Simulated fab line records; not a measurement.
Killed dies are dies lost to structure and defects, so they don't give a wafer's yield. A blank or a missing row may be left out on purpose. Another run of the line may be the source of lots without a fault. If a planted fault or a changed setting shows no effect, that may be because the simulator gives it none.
The tool behind it: which one? :: flow nand-harc :: 12 lots, 36 wafers sampled, at 5 steps of a route of 1302

WHAT THE GAUGES SHOWED, per wafer
NHARC_A_CHANNEL_HOLE_D1_OVL_MEAS_11. Usual: overlay-x-nm -0.2 nm, standard deviation 1; overlay-y-nm -0.1 nm, standard deviation 0.72.
lot: L242
measured: day 8 13:50
on: overlay-01
overlay-x-nm (nm): 1.0 1.2 1.4
overlay-y-nm (nm): 0.5 0.3 0.5
flag: 

lot: L246
measured: day 10 19:10
on: overlay-01
overlay-x-nm (nm): -1.4 -1.0 -1.2
overlay-y-nm (nm): 0.5 0.4 0.7
flag: 

lot: L247
measured: day 10 18:56
on: overlay-02
overlay-x-nm (nm): -0.8 -0.6 -1.0
overlay-y-nm (nm): -0.9 -1.1 -0.9
flag: 

lot: L248
measured: day 11 15:43
on: overlay-01
overlay-x-nm (nm): -1.1 -1.1 -1.1
overlay-y-nm (nm): 0.9 0.3 0.3
flag: 

lot: L255
measured: day 14 04:37
on: overlay-01
overlay-x-nm (nm): -0.9 -1.2 -0.7
overlay-y-nm (nm): 1.7 1.5 2.4
flag: 

lot: L256
measured: day 14 11:49
on: overlay-01
overlay-x-nm (nm): -0.6 -0.5 -0.6
overlay-y-nm (nm): 0.0 0.7 0.4
flag: 

lot: L257
measured: day 14 11:32
on: overlay-02
overlay-x-nm (nm): -0.9 -1.6 -1.4
overlay-y-nm (nm): -0.2 -0.3 -0.4
flag: 

lot: L260
measured: day 16 08:12
on: overlay-02
overlay-x-nm (nm): 2.0 1.8 2.0
overlay-y-nm (nm): -0.4 -0.8 -0.5
flag: 

lot: L262
measured: day 17 05:08
on: overlay-02
overlay-x-nm (nm): -1.6 -1.5 -1.8
overlay-y-nm (nm): -0.1 -0.8 -0.3
flag: 

lot: L263
measured: day 17 07:02
on: overlay-01
overlay-x-nm (nm): -0.1 -0.4 -0.1
overlay-y-nm (nm): -0.7 -0.4 -0.5
flag: 

lot: L264
measured: day 17 19:06
on: overlay-01
overlay-x-nm (nm): -1.5 -2.0 -2.0
overlay-y-nm (nm): -0.8 -0.4 -1.3
flag: 

lot: L265
measured: day 18 06:35
on: overlay-01
overlay-x-nm (nm): 1.5 0.6 0.5
overlay-y-nm (nm): -1.5 -0.6 -0.7
flag: 

NHARC_END_SORT_01. Usual: killed-at-array 53, standard deviation 18; killed-at-other 0.8, standard deviation 1.1; killed-at-periphery 4.1, standard deviation 2.7; killed-dies 58, standard deviation 18; killed-open 3.1, standard deviation 1.7; killed-short 2.7, standard deviation 1.7.
lot: L242
measured: day 24 22:18
on: prober-01
killed-at-array: 56 62 38
killed-at-other: 1 1 0
killed-at-periphery: 4 10 10
killed-dies: 61 73 48
killed-open: 2 1 7
killed-short: 1 4 2
flag: 

lot: L248
measured: day 27 06:23
on: prober-01
killed-at-array: 51 34 52
killed-at-other: 1 0 0
killed-at-periphery: 5 1 6
killed-dies: 57 35 58
killed-open: 2 2 3
killed-short: 2 0 1
flag: 

lot: L255
measured: day 30 09:52
on: prober-01
killed-at-array: 301 39 55
killed-at-other: 1 0 1
killed-at-periphery: 1 0 1
killed-dies: 303 39 57
killed-open: 0 1 6
killed-short: 6 3 7
flag: OFF

lot: L257
measured: day 30 03:42
on: prober-01
killed-at-array: 89 74 277
killed-at-other: 0 0 0
killed-at-periphery: 5 3 5
killed-dies: 94 77 282
killed-open: 7 3 3
killed-short: 1 1 3
flag: OFF

WHICH TOOL RAN EACH LOT (tool, then ch and the chambers of the sampled wafers, then the start)
lot: L242
NHARC_A_CHANNEL_HOLE_D1_DEP_00: acl-dep-01 ch 0, day 8 11:25
NHARC_A_CHANNEL_HOLE_D1_ETCH_39: rie-diel-08 ch 2,3, day 8 14:08
NHARC_A_CHANNEL_HOLE_D1_ETCH_22: har-etch-02 ch 0,1, day 8 15:59

lot: L246
NHARC_A_CHANNEL_HOLE_D1_DEP_00: acl-dep-03 ch 0, day 10 16:27
NHARC_A_CHANNEL_HOLE_D1_ETCH_39: rie-diel-11 ch 0,1, day 10 19:32
NHARC_A_CHANNEL_HOLE_D1_ETCH_22: har-etch-02 ch 0,1, day 10 21:32

lot: L247
NHARC_A_CHANNEL_HOLE_D1_DEP_00: acl-dep-01 ch 0, day 10 16:39
NHARC_A_CHANNEL_HOLE_D1_ETCH_39: rie-diel-08 ch 1,2, day 10 19:14
NHARC_A_CHANNEL_HOLE_D1_ETCH_22: har-etch-01 ch 0,1, day 10 21:21

lot: L248
NHARC_A_CHANNEL_HOLE_D1_DEP_00: acl-dep-01 ch 0, day 11 12:59
NHARC_A_CHANNEL_HOLE_D1_ETCH_39: rie-diel-08 ch 0,1, day 11 16:01
NHARC_A_CHANNEL_HOLE_D1_ETCH_22: har-etch-01 ch 0,1, day 11 17:52

lot: L255
NHARC_A_CHANNEL_HOLE_D1_DEP_00: acl-dep-02 ch 0, day 14 01:52
NHARC_A_CHANNEL_HOLE_D1_ETCH_39: rie-diel-08 ch 2,3, day 14 04:53
NHARC_A_CHANNEL_HOLE_D1_ETCH_22: har-etch-01 ch 0,1, day 14 07:15

lot: L256
NHARC_A_CHANNEL_HOLE_D1_DEP_00: acl-dep-03 ch 0, day 14 09:04
NHARC_A_CHANNEL_HOLE_D1_ETCH_39: rie-diel-11 ch 0,1,2, day 14 12:07
NHARC_A_CHANNEL_HOLE_D1_ETCH_22: har-etch-01 ch 0,1, day 14 14:08

lot: L257
NHARC_A_CHANNEL_HOLE_D1_DEP_00: acl-dep-02 ch 0, day 14 09:32
NHARC_A_CHANNEL_HOLE_D1_ETCH_39: rie-diel-08 ch 1,2,3, day 14 11:53
NHARC_A_CHANNEL_HOLE_D1_ETCH_22: har-etch-02 ch 0,1, day 14 13:59

lot: L260
NHARC_A_CHANNEL_HOLE_D1_DEP_00: acl-dep-03 ch 0, day 16 06:13
NHARC_A_CHANNEL_HOLE_D1_ETCH_39: rie-diel-11 ch 0,2, day 16 08:46
NHARC_A_CHANNEL_HOLE_D1_ETCH_22: har-etch-01 ch 0,1, day 16 11:37

lot: L262
NHARC_A_CHANNEL_HOLE_D1_DEP_00: acl-dep-03 ch 0, day 17 02:32
NHARC_A_CHANNEL_HOLE_D1_ETCH_39: rie-diel-08 ch 0,2,3, day 17 05:24
NHARC_A_CHANNEL_HOLE_D1_ETCH_22: har-etch-01 ch 0,1, day 17 13:23

lot: L263
NHARC_A_CHANNEL_HOLE_D1_DEP_00: acl-dep-03 ch 0, day 17 04:26
NHARC_A_CHANNEL_HOLE_D1_ETCH_39: rie-diel-08 ch 0,2,3, day 17 07:20
NHARC_A_CHANNEL_HOLE_D1_ETCH_22: har-etch-02 ch 0,1, day 17 15:16

lot: L264
NHARC_A_CHANNEL_HOLE_D1_DEP_00: acl-dep-02 ch 0, day 17 16:40
NHARC_A_CHANNEL_HOLE_D1_ETCH_39: rie-diel-08 ch 0,1,3, day 17 19:43
NHARC_A_CHANNEL_HOLE_D1_ETCH_22: har-etch-01 ch 0,1, day 17 21:48

lot: L265
NHARC_A_CHANNEL_HOLE_D1_DEP_00: acl-dep-02 ch 0, day 18 04:08
NHARC_A_CHANNEL_HOLE_D1_ETCH_39: rie-diel-08 ch 1,2,3, day 18 06:59
NHARC_A_CHANNEL_HOLE_D1_ETCH_22: har-etch-01 ch 0,1, day 18 09:00
- NHARC_A_CHANNEL_HOLE_D1_DEP_00: deposits aC, target thk 3100 nm.
- NHARC_A_CHANNEL_HOLE_D1_ETCH_39: etches the open film in N2/H2, target depth 260 nm, time 325 s.
- NHARC_A_CHANNEL_HOLE_D1_ETCH_22: etches the open film in C4F8/O2/Ar, time 666.7 s, target depth 1600 nm.

AS READ BY THE TOOLS THEMSELVES (means over the sampled wafers that have a number; for cases with no such wafer, the mark the record gives instead)
NHARC_A_CHANNEL_HOLE_D1_DEP_00. Usual: throttle-valve-pct at 34.999 %, with a standard deviation of 0.0088.
lot: L242
tool: acl-dep-01
throttle-valve-pct (%): 34.997
flag: 

lot: L246
tool: acl-dep-03
throttle-valve-pct (%): 34.998
flag: 

lot: L247
tool: acl-dep-01
throttle-valve-pct (%): 35.000
flag: 

lot: L248
tool: acl-dep-01
throttle-valve-pct (%): 35.000
flag: 

lot: L255
tool: acl-dep-02
throttle-valve-pct (%): 34.998
flag: 

lot: L256
tool: acl-dep-03
throttle-valve-pct (%): 34.991
flag: 

lot: L257
tool: acl-dep-02
throttle-valve-pct (%): 34.996
flag: 

lot: L260
tool: acl-dep-03
throttle-valve-pct (%): 34.991
flag: 

lot: L262
tool: acl-dep-03
throttle-valve-pct (%): 35.003
flag: 

lot: L263
tool: acl-dep-03
throttle-valve-pct (%): 34.999
flag: 

lot: L264
tool: acl-dep-02
throttle-valve-pct (%): 35.002
flag: 

lot: L265
tool: acl-dep-02
throttle-valve-pct (%): 34.999
flag: 

NHARC_A_CHANNEL_HOLE_D1_ETCH_39. Usual: drypump-motor-current-A 5.8 A, standard deviation 0.49; oes-product-au 0.998 a.u., standard deviation 0.0087; rf-vpp-V 430.1 V, standard deviation 2.9; run-length-s 346.2 s, standard deviation 0.47; showerhead-plenum-p-Torr 2.03 Torr, standard deviation 0.1; throttle-valve-pct 14.172 %, standard deviation 0.009.
lot: L242
tool: rie-diel-08
drypump-motor-current-A (A): 6.2
oes-product-au (a.u.): 0.995
rf-vpp-V (V): 428.3
run-length-s (s): 346.1
showerhead-plenum-p-Torr (Torr): 1.94
throttle-valve-pct (%): 14.174
flag: 

lot: L246
tool: rie-diel-11
drypump-motor-current-A (A): 6.0
oes-product-au (a.u.): 0.994
rf-vpp-V (V): 428.6
run-length-s (s): 346.1
showerhead-plenum-p-Torr (Torr): 1.96
throttle-valve-pct (%): 14.176
flag: 

lot: L247
tool: rie-diel-08
drypump-motor-current-A (A): 5.4
oes-product-au (a.u.): 1.000
rf-vpp-V (V): 432.0
run-length-s (s): 346.1
showerhead-plenum-p-Torr (Torr): 2.12
throttle-valve-pct (%): 14.168
flag: 

lot: L248
tool: rie-diel-08
drypump-motor-current-A (A): 5.4
oes-product-au (a.u.): 1.008
rf-vpp-V (V): 434.2
run-length-s (s): 346.3
showerhead-plenum-p-Torr (Torr): 2.16
throttle-valve-pct (%): 14.169
flag: 

lot: L255
tool: rie-diel-08
drypump-motor-current-A (A): 6.2
oes-product-au (a.u.): 0.993
rf-vpp-V (V): 428.2
run-length-s (s): 318.3
showerhead-plenum-p-Torr (Torr): 1.94
throttle-valve-pct (%): 14.168
flag: OFF

lot: L256
tool: rie-diel-11
drypump-motor-current-A (A): 5.9
oes-product-au (a.u.): 0.990
rf-vpp-V (V): 429.3
run-length-s (s): 346.1
showerhead-plenum-p-Torr (Torr): 1.99
throttle-valve-pct (%): 14.177
flag: 

lot: L257
tool: rie-diel-08
drypump-motor-current-A (A): 5.8
oes-product-au (a.u.): 1.000
rf-vpp-V (V): 430.7
run-length-s (s): 318.5
showerhead-plenum-p-Torr (Torr): 2.03
throttle-valve-pct (%): 14.169
flag: OFF

lot: L260
tool: rie-diel-11
drypump-motor-current-A (A): 6.0
oes-product-au (a.u.): 0.987
rf-vpp-V (V): 428.6
run-length-s (s): 346.2
showerhead-plenum-p-Torr (Torr): 1.95
throttle-valve-pct (%): 14.170
flag: 

lot: L262
tool: rie-diel-08
drypump-motor-current-A (A): 6.1
oes-product-au (a.u.): 0.999
rf-vpp-V (V): 429.5
run-length-s (s): 345.8
showerhead-plenum-p-Torr (Torr): 2.02
throttle-valve-pct (%): 14.173
flag: 

lot: L263
tool: rie-diel-08
drypump-motor-current-A (A): 6.1
oes-product-au (a.u.): 1.003
rf-vpp-V (V): 429.0
run-length-s (s): 345.9
showerhead-plenum-p-Torr (Torr): 2.02
throttle-valve-pct (%): 14.173
flag: 

lot: L264
tool: rie-diel-08
drypump-motor-current-A (A): 5.5
oes-product-au (a.u.): 1.008
rf-vpp-V (V): 431.2
run-length-s (s): 346.3
showerhead-plenum-p-Torr (Torr): 2.07
throttle-valve-pct (%): 14.165
flag: 

lot: L265
tool: rie-diel-08
drypump-motor-current-A (A): 5.8
oes-product-au (a.u.): 0.993
rf-vpp-V (V): 429.7
run-length-s (s): 346.1
showerhead-plenum-p-Torr (Torr): 2.03
throttle-valve-pct (%): 14.174
flag: 

NHARC_A_CHANNEL_HOLE_D1_ETCH_22. Usual: drypump-motor-current-A 5.6 A, standard deviation 0.62; oes-air-line-au 1.000 a.u., standard deviation 0.021; showerhead-plenum-p-Torr 3.58 Torr, standard deviation 0.1; throttle-valve-pct 32.154 %, standard deviation 0.0099.
lot: L242
tool: har-etch-02
drypump-motor-current-A (A): 6.4
oes-air-line-au (a.u.): 1.006
showerhead-plenum-p-Torr (Torr): 3.59
throttle-valve-pct (%): 32.154
flag: 

lot: L246
tool: har-etch-02
drypump-motor-current-A (A): 6.4
oes-air-line-au (a.u.): 0.991
showerhead-plenum-p-Torr (Torr): 3.58
throttle-valve-pct (%): 32.146
flag: 

lot: L247
tool: har-etch-01
drypump-motor-current-A (A): 5.0
oes-air-line-au (a.u.): 0.994
showerhead-plenum-p-Torr (Torr): 3.59
throttle-valve-pct (%): 32.149
flag: 

lot: L248
tool: har-etch-01
drypump-motor-current-A (A): 5.1
oes-air-line-au (a.u.): 1.008
showerhead-plenum-p-Torr (Torr): 3.62
throttle-valve-pct (%): 32.138
flag: 

lot: L255
tool: har-etch-01
drypump-motor-current-A (A): 5.1
oes-air-line-au (a.u.): 0.983
showerhead-plenum-p-Torr (Torr): 3.60
throttle-valve-pct (%): 32.148
flag: 

lot: L256
tool: har-etch-01
drypump-motor-current-A (A): 5.1
oes-air-line-au (a.u.): 1.007
showerhead-plenum-p-Torr (Torr): 3.60
throttle-valve-pct (%): 32.155
flag: 

lot: L257
tool: har-etch-02
drypump-motor-current-A (A): 6.1
oes-air-line-au (a.u.): 0.995
showerhead-plenum-p-Torr (Torr): 3.49
throttle-valve-pct (%): 32.137
flag: 

lot: L260
tool: har-etch-01
drypump-motor-current-A (A): 5.1
oes-air-line-au (a.u.): 0.995
showerhead-plenum-p-Torr (Torr): 3.58
throttle-valve-pct (%): 32.149
flag: 

lot: L262
tool: har-etch-01
drypump-motor-current-A (A): 5.1
oes-air-line-au (a.u.): 0.984
showerhead-plenum-p-Torr (Torr): 3.57
throttle-valve-pct (%): 32.155
flag: 

lot: L263
tool: har-etch-02
drypump-motor-current-A (A): 6.2
oes-air-line-au (a.u.): 0.994
showerhead-plenum-p-Torr (Torr): 3.93
throttle-valve-pct (%): 32.154
flag: OFF

lot: L264
tool: har-etch-01
drypump-motor-current-A (A): 5.1
oes-air-line-au (a.u.): 1.004
showerhead-plenum-p-Torr (Torr): 3.54
throttle-valve-pct (%): 32.152
flag: 

lot: L265
tool: har-etch-01
drypump-motor-current-A (A): 5.1
oes-air-line-au (a.u.): 0.982
showerhead-plenum-p-Torr (Torr): 3.57
throttle-valve-pct (%): 32.153
flag: 

THE ANSWER, worked out from the rows above alone
Rule: a lot is off if the mean of its wafers that have a number lies more than 3 standard deviations from the usual mean. Also off: a lot with no number at a reading for which 4 or more lots have one. Where the step has rows for the other lots, those lots are counted as sound. The gauges are gone through in route order, then the tools' own readings, and for those a lot's mean is taken as printed above. The first step at which some lot is off is used, and at that step the reading that is off furthest; a lot without a number counts as furthest.
Off: L255, L257, at NHARC_END_SORT_01 (killed-at-array). Neither off nor sound, because the step has no rows for them: L246, L247, L256, L260, L262, L263, L264, L265.
If a tool, at a process step before that reading, ran all the lots that are off and no sound lot after the first of them, it fits. The gauges at NHARC_END_SORT_01 aren't tried: what is off there is off at NHARC_A_CHANNEL_HOLE_D1_ETCH_39 too, on other tools, and a gauge's error can't cause that. Can't be told from this: 2 tools fit, acl-dep-02 at NHARC_A_CHANNEL_HOLE_D1_DEP_00, rie-diel-08 at NHARC_A_CHANNEL_HOLE_D1_ETCH_39.

WHAT THE SIMULATOR HAD PUT IN
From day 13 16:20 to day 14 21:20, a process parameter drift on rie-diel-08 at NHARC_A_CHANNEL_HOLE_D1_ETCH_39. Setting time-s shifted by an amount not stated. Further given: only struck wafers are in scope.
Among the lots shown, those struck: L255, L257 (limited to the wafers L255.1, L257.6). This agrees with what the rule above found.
